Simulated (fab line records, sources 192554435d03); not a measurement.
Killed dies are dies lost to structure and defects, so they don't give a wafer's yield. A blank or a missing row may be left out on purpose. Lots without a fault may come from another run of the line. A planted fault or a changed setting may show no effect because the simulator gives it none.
One fault seen from 2 desks | flow n5_finfet | each desk has only its own numbers; what lay behind them comes last

THE METROLOGY DESK
What the gauges read, lot by lot, whatever tool the lot ran on: means of the sampled wafers that have a number. A lot is out of limits, marked OUT, if its mean lies more than 4 standard deviations from the usual mean; the brackets give that distance. Of its 13 readings 7 are shown: the one that was out of limits first, and those that lie furthest out on some lot.
Columns: A = trench_depth_nm at N5_BEOL_M3_OCD_MEAS_38, usual 55.4 nm; B = DIBL_N at N5_BEOL_M4_RC_MEAS_101, usual 36.3 mV/V; C = IOFF_N at N5_BEOL_M4_RC_MEAS_101, usual 0.16 nA/um; D = IOFF_P at N5_BEOL_M4_RC_MEAS_101, usual 0.22 nA/um; E = SS_N at N5_BEOL_M4_RC_MEAS_101, usual 71.7 mV/dec; F = SS_P at N5_BEOL_M4_RC_MEAS_101, usual 73.3 mV/dec; G = VT_N at N5_BEOL_M4_RC_MEAS_101, usual 250 mV
lot  | first seen here | A              | B    | C    | D    | E    | F    | G
L566 | day 8 08:20     | 54.9           | 40.9 | 0.25 | 0.31 | 72.2 | 74.6 | 242
L570 | day 9 09:02     | 28.8 (-24) OUT | 36.6 | 0.16 | 0.21 | 71.6 | 73.5 | 250
L572 | day 9 13:44     | 36.5 (-17) OUT | 37.0 | 0.16 | 0.23 | 71.5 | 73.1 | 252
L573 | day 10 15:29    | 38.3 (-16) OUT | 38.2 | 0.26 | 0.25 | 73.3 | 73.5 | 246
L579 | day 11 20:57    | 55.1           | 36.4 | 0.16 | 0.21 | 71.2 | 73.4 | 251
L581 | day 13 02:48    | 54.0           | 36.5 | 0.19 | 0.24 | 71.8 | 73.3 | 246
L584 | day 13 18:37    | 54.6           | 35.0 | 0.13 | 0.17 | 71.3 | 72.7 | 253
L582 | day 14 07:04    | 55.9           | 33.6 | 0.14 | 0.19 | 70.9 | 72.8 | 250
This desk's finding: out of limits on L570, L572, L573; first on L570, day 9 09:02 (trench_depth_nm at N5_BEOL_M3_OCD_MEAS_38). In limits: L566, L579, L581, L584, L582.

THE TOOL OWNER'S DESK: pvd_sputter-03
The tool's own readings at N5_BEOL_M3_HM_DEP_02 (deposits TiN, target thk 20 nm): means of the sampled wafers that have a number, for each lot that ran on this tool. A lot is out of limits, marked OUT, if its mean lies more than 4 standard deviations from the usual mean; the brackets give that distance.
Columns: A = throttle_valve_pct at N5_BEOL_M3_HM_DEP_02, usual 30.1 %
lot  | first seen here | A
L566 | day 8 04:46     | 28.6
L570 | day 9 05:11     | 29.6
L572 | day 9 09:41     | 28.9
L573 | day 10 10:10    | 29.1
L584 | day 13 14:59    | 29.9
L582 | day 14 03:24    | 28.8
This desk's finding: nothing out of limits on any of the 6 lots.

PUT TOGETHER
The metrology desk could have raised an alarm at day 9 09:02, on L570, L572, L573.
The tool owner's desk saw nothing out of limits.
The tool owner's desk has L570, L572, L573 on record, within its limits.
Of the lots named, all ran N5_BEOL_M3_HM_DEP_02 on pvd_sputter-03.

WHAT THE SIMULATOR HAD PUT IN
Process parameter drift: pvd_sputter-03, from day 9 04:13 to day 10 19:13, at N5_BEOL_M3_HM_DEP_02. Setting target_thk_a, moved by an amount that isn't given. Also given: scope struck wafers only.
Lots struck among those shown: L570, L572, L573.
Hours from the fault's start to each desk's first reading out of limits: the metrology desk, 5.
